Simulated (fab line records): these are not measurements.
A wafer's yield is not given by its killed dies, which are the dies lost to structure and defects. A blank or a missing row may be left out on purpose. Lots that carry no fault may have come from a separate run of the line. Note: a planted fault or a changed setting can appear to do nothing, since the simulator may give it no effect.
Problem report, 8D (eight disciplines) form, completed by code ; flow nand-harc ; the parts of the form that need people (team, actions taken, sign-off) are left out

1. THE ISSUE
Wafers without a fault read 119.4 nm, standard deviation 0.98; cd-nm at NHARC_A_M1_CD_MEAS_09 reads a mean of 113.4 nm on 5 wafers belonging to 2 lots. That puts it -6.2 standard deviations away from the usual mean.
The step: target cd 120 nm.
First seen on wafer L401.1, day 26 12:59, on cd-sem-01. The record holds 36 wafers of 12 lots with a number at this step. The rule behind "out" and "out of limits": a value lying over 4 standard deviations away from the usual mean. The other wafers with a number count as sound.

2. WHAT IT IS, AND WHAT IT ISN'T
question;is;is not
which readings at this step;cd-nm;-
which lots;L401, L402;L394, L400, L405, L410, L411, L412, L413, L414, L415, L416
which wafers of those lots;L401.1, L401.2, L401.4, L402.2, L402.4;L402.5
read on which gauges;cd-sem-01, cd-sem-02;cd-sem-03
when;from day 26 12:59;"up to then (6 sound wafers); but 25 sound wafers of L402, L405, L410, L411, L412, L413, L414, L415, L416 came after"

3. WHAT RULES OUT EACH SUSPECT
Counting: any tool at a process step up to the reading remains a suspect provided it ran every lot that is out. Sound lots after the first of them don't rule it out here, since some wafers of a struck lot are sound.
- the gauge at NHARC_A_M1_CD_MEAS_09: ruled out. Those wafers that are out were read across 2 gauges (cd-sem-01, cd-sem-02).
- rtp-anneal-01 at NHARC_A_M0_ANNEAL_30 (time 90 s): kept. It ran every lot that is out, first L401 (day 26 10:53); its last sound lot up to then is L400 (day 25 08:18).
- cmp-01 at NHARC_A_M0_CMP_23 (polishes, t overpolish 20 s, target thk 113.75 nm): kept. It ran every lot that is out, first L401 (day 26 11:14).
- litho-track-06 at NHARC_A_M1_PEB_07 (peb time 65 s): kept. It ran every lot that is out, first L401 (day 26 12:54); its last sound lot up to then is L400 (day 25 10:34). Out on those wafers are its own readings of heater-power-total-W.
After the count, these remain: rtp-anneal-01 at NHARC_A_M0_ANNEAL_30, cmp-01 at NHARC_A_M0_CMP_23 and litho-track-06 at NHARC_A_M1_PEB_07.

4. THE CAUSE (what the simulator had put in)
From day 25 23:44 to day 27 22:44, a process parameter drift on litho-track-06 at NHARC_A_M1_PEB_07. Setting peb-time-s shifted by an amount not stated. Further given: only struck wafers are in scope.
Counting leaves 3 suspects; this tool is one of them.

5. THE CHAIN OF EFFECTS, in route order
One row per reading whose mean, taken over the struck wafers that have a number, lies over 3 standard deviations from the usual. Readings are gone through only where the record gives a usual standard deviation; hours: the median, over the lots, of the time from a lot's start at the first step in this table giving one to that lot's start at this step; sigmas: the change measured in usual standard deviations.
hours;step;reading;usual;on struck wafers;change;sigmas
0;NHARC_A_M1_PEB_07;heater-power-total-W;156.6 W;169.1;+12.5;+29
0;NHARC_A_M1_CD_MEAS_09;cd-nm;119.4 nm;113.4;-6.0;-6.2
Process steps it contains:
- NHARC_A_M1_PEB_07: peb time 65 s.
At these later measuring or inspecting steps, every struck wafer for which the step has a row has a number for every such reading, and none has moved that far: NHARC_END_SORT_01.

6. HOW IT WOULD HAVE BEEN CAUGHT EARLIER
The first out-of-limits reading at a measuring or inspecting step in this record came at day 26 12:59, 13 hours after the fault's start at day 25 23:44.
At NHARC_A_M1_PEB_07, the tool's own readings (heater-power-total-W) were out on each struck wafer the step has a row for, so an alarm limit on them would have fired on the first such wafer.
Lots out: 2; of these, L402 started NHARC_A_M1_PEB_07 on litho-track-06 after day 26 12:59. Had the tool been put on hold then, it would have been spared.
